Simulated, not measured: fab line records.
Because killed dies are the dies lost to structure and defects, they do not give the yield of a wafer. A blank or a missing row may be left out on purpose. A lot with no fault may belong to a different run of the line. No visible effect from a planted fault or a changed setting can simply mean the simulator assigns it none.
Shared-tool check | flow nand harc | Sampled: 14 lots, 42 wafers

## WHY IT WAS OPENED
On 2 of the 14 lots, a flag is raised at NHARC_A_ONON_D1_THK_MEAS_02 on the reading thk nm. Fault-free wafers read 1001 nm, with a standard deviation of 6.9.
Rule: a lot is flagged when every wafer of it that has a number lies more than 4 standard deviations from that mean, or none has a number. All remaining lots are regarded as sound.

lot  | measured     | on            | thk nm (nm), wafer by wafer | flag
L215 | day 7 16:20  | film metro-02 | 1007 1007 1007              |
L216 | day 8 07:40  | film metro-01 | 997 997 996                 |
L218 | day 8 21:14  | film metro-02 | 999 999 997                 |
L219 | day 9 11:45  | film metro-02 | 996 996 996                 |
L221 | day 10 03:39 | film metro-02 | 1006 1007 1005              |
L222 | day 10 11:56 | film metro-01 | 1164 1162 1165              | FLAGGED
L223 | day 11 02:35 | film metro-02 | 1154 1154 1154              | FLAGGED
L230 | day 13 21:53 | film metro-01 | 992 993 994                 |
L232 | day 14 12:16 | film metro-01 | 991 993 991                 |
L234 | day 15 13:28 | film metro-01 | 996 996 1001                |
L235 | day 15 22:47 | film metro-02 | 1011 1011 1010              |
L236 | day 16 09:32 | film metro-02 | 1003 1002 1002              |
L237 | day 16 20:35 | film metro-01 | 986 986 986                 |
L238 | day 17 03:49 | film metro-01 | 1010 1009 1011              |
Average over the flagged lots: 1159 nm; offset from the usual +158 nm, equal to +23 standard deviations.

## LOT BY LOT: THE TOOL USED
The record holds 1 process step before the reading, out of a route of 1302 steps. In each cell: the tool, then ch and the chambers that the sampled wafers went through, then the start.
lot  | flag    | NHARC_A_ONON_D1_DEP_00
L215 |         | pecvd onon-02 ch 0, day 7 15:49
L216 |         | pecvd onon-03 ch 0, day 8 07:10
L218 |         | pecvd onon-01 ch 0, day 8 20:47
L219 |         | pecvd onon-01 ch 0, day 9 11:14
L221 |         | pecvd onon-02 ch 0, day 10 03:08
L222 | FLAGGED | pecvd onon-02 ch 0, day 10 11:25
L223 | FLAGGED | pecvd onon-02 ch 0, day 11 02:11
L230 |         | pecvd onon-02 ch 0, day 13 21:26
L232 |         | pecvd onon-02 ch 0, day 14 11:49
L234 |         | pecvd onon-02 ch 0, day 15 12:57
L235 |         | pecvd onon-02 ch 0, day 15 22:16
L236 |         | pecvd onon-03 ch 0, day 16 09:02
L237 |         | pecvd onon-02 ch 0, day 16 20:04
L238 |         | pecvd onon-02 ch 0, day 17 03:19
These steps, and what they do:
- NHARC_A_ONON_D1_DEP_00: target thk 1000 nm.
- NHARC_A_ONON_D1_THK_MEAS_02: measures by ellipsometry.

## FLAGGED OVER TOTAL, TOOL BY TOOL (the gauges that took the reading come last)
step                        | tool          | lots run | flagged | share of the flagged lots | sound lots run after its first flagged lot
NHARC_A_ONON_D1_DEP_00      | pecvd onon-01 | 2        | 0       | none                      | -
NHARC_A_ONON_D1_DEP_00      | pecvd onon-02 | 10       | 2       | all                       | 6 (L230,L232,L234,L235,L237,L238)
NHARC_A_ONON_D1_DEP_00      | pecvd onon-03 | 2        | 0       | none                      | -
NHARC_A_ONON_D1_THK_MEAS_02 | film metro-01 | 7        | 1       | some                      | 5 (L230,L232,L234,L237,L238)
NHARC_A_ONON_D1_THK_MEAS_02 | film metro-02 | 7        | 1       | some                      | 2 (L235,L236)

## WHAT THE TABLE ALLOWS
In the table, 1 row covers all flagged lots: pecvd onon-02 at NHARC_A_ONON_D1_DEP_00.
- pecvd onon-02 at NHARC_A_ONON_D1_DEP_00 ran 10 lots, 2 of them flagged. Lots that were sound ran on it after the first flagged one (L230, L232, L234, L235, L237, L238); a persistent fault on the entire tool would not allow that.
There is no row in the table that ran each flagged lot and no sound lot after the first.

## WHAT WAS PUT IN BY THE SIMULATOR
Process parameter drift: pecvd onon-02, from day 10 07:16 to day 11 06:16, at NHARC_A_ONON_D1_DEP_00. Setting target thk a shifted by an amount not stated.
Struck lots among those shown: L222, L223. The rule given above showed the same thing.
